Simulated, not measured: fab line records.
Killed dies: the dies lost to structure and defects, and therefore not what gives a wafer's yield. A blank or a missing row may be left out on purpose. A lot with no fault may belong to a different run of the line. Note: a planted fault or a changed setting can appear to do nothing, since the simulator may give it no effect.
Matching of chambers / flow n5_finfet / rie_diel-03 running N5_BEOL_M6_ETCH_65: 4 sister chambers
The step etches SiARC in CF4, target depth 15.6 nm, time 26 s. 8 wafers are shown with their chamber, then 8 later ones without.

## WAFERS, EACH WITH ITS CHAMBER
wafer=L076.3; chamber=0; showerhead_plenum_p_Torr (Torr)=2.21; oes_product_au (a.u.)=0.59
wafer=L076.5; chamber=2; showerhead_plenum_p_Torr (Torr)=2.04; oes_product_au (a.u.)=0.58
wafer=L078.1; chamber=1; showerhead_plenum_p_Torr (Torr)=2.16; oes_product_au (a.u.)=0.73
wafer=L078.6; chamber=3; showerhead_plenum_p_Torr (Torr)=2.10; oes_product_au (a.u.)=0.77
wafer=L079.3; chamber=2; showerhead_plenum_p_Torr (Torr)=2.03; oes_product_au (a.u.)=0.57
wafer=L079.4; chamber=0; showerhead_plenum_p_Torr (Torr)=2.20; oes_product_au (a.u.)=0.59
wafer=L079.6; chamber=1; showerhead_plenum_p_Torr (Torr)=2.16; oes_product_au (a.u.)=0.72
wafer=L081.1; chamber=3; showerhead_plenum_p_Torr (Torr)=2.10; oes_product_au (a.u.)=0.77

## WAFERS WHOSE CHAMBER IS MISSING
wafer=L081.3; showerhead_plenum_p_Torr (Torr)=2.20; oes_product_au (a.u.)=0.59
wafer=L081.5; showerhead_plenum_p_Torr (Torr)=2.20; oes_product_au (a.u.)=0.59
wafer=L085.3; showerhead_plenum_p_Torr (Torr)=2.20; oes_product_au (a.u.)=0.57
wafer=L085.4; showerhead_plenum_p_Torr (Torr)=2.28; oes_product_au (a.u.)=0.79
wafer=L085.6; showerhead_plenum_p_Torr (Torr)=2.15; oes_product_au (a.u.)=0.69
wafer=L090.2; showerhead_plenum_p_Torr (Torr)=2.20; oes_product_au (a.u.)=0.82
wafer=L090.4; showerhead_plenum_p_Torr (Torr)=2.15; oes_product_au (a.u.)=0.68
wafer=L090.6; showerhead_plenum_p_Torr (Torr)=2.20; oes_product_au (a.u.)=0.83

## WHICH CHAMBER EACH ONE RAN IN
wafer=L081.3; from the rows above=0; in truth=0
wafer=L081.5; from the rows above=0; in truth=0
wafer=L085.3; from the rows above=0; in truth=0
wafer=L085.4; from the rows above=1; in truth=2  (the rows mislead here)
wafer=L085.6; from the rows above=1; in truth=1
wafer=L090.2; from the rows above=can't be placed: 1 or 3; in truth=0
wafer=L090.4; from the rows above=1; in truth=1
wafer=L090.6; from the rows above=can't be placed: 1 or 3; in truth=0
Correctly placed: 5 of 8. Cannot be placed on the basis of these rows: 2; the candidates contain the true chamber in 0. 1 placed wrongly.
How it was worked out, from the rows above alone: a wafer's distance from a chamber is the root of the sum, over the readings, of the square of ((its reading less the chamber's mean) divided by the reading's scatter). The wafer belongs to the nearest chamber; if the next one is less than 2 further off, it can't be placed. A chamber's mean is the mean of its shown wafers. The scatter is the square root of a quotient: the sum, over the shown wafers, of each reading's squared deviation from its chamber's mean, divided by wafers minus chambers.
